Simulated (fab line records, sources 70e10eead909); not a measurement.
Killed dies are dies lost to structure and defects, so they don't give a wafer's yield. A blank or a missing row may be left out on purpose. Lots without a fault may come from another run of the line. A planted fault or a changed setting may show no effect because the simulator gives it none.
Chamber matching | flow nand_harc | NHARC_A_CHANNEL_FILL_D2_ALD_02 on ald_hk-02: 4 sister chambers
The step deposits SiO2, target thk 6 nm, pulse time 10 s, ald cycles 60. 14 wafers are shown with their chamber, then 7 later ones without.

WAFERS WITH THEIR CHAMBER
wafer  | chamber | heater_power_w (W) | precursor_pulse_height_rel
L074.1 | 2       | 508                | 0.993
L074.3 | 0       | 470                | 1.024
L074.6 | 0       | 476                | 0.980
L078.2 | 3       | 519                | 1.028
L078.3 | 2       | 504                | 0.961
L078.6 | 3       | 515                | 1.008
L083.2 | 0       | 484                | 0.999
L083.4 | 3       | 526                | 0.991
L083.6 | 2       | 496                | 0.996
L086.2 | 0       | 484                | 1.032
L086.3 | 2       | 513                | 0.980
L086.4 | 1       | 457                | 0.978
L087.2 | 0       | 473                | 0.963
L087.3 | 3       | 528                | 0.980

SIGNATURES (means of the wafers above)
reading                    | chamber 0 | chamber 1 | chamber 2 | chamber 3 | scatter within a chamber
heater_power_w             | 477.40    | 457.00    | 505.25    | 522.00    | 6.54
precursor_pulse_height_rel | 0.99960   | 0.97800   | 0.98250   | 1.00175   | 0.0233
Rule: a wafer's distance from a chamber is the root of the sum, over the readings, of the square of ((its reading less the chamber's mean) divided by the reading's scatter). The wafer belongs to the nearest chamber; if the next one is less than 2 further off, it can't be placed. The scatter: the root of (the sum of the squares of (reading less its chamber's mean) over the shown wafers, divided by (wafers less chambers)).

WAFERS WITHOUT THEIR CHAMBER
wafer  | heater_power_w (W) | precursor_pulse_height_rel
L087.4 | 454                | 0.995
L091.2 | 508                | 0.996
L091.3 | 449                | 0.974
L091.5 | 457                | 0.988
L095.3 | 527                | 0.985
L095.5 | 485                | 0.995
L095.6 | 526                | 0.996

WHICH CHAMBER EACH WENT THROUGH
wafer  | from the rows above     | in truth
L087.4 | 1                       | 1
L091.2 | can't be placed: 2 or 3 | 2
L091.3 | 1                       | 1
L091.5 | 1                       | 1
L095.3 | 3                       | 3
L095.5 | can't be placed: 0 or 2 | 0
L095.6 | 3                       | 3
Placed correctly: 5 of 7. Can't be placed from these rows: 2 (the true chamber is among the candidates in 2). Placed wrongly: 0.
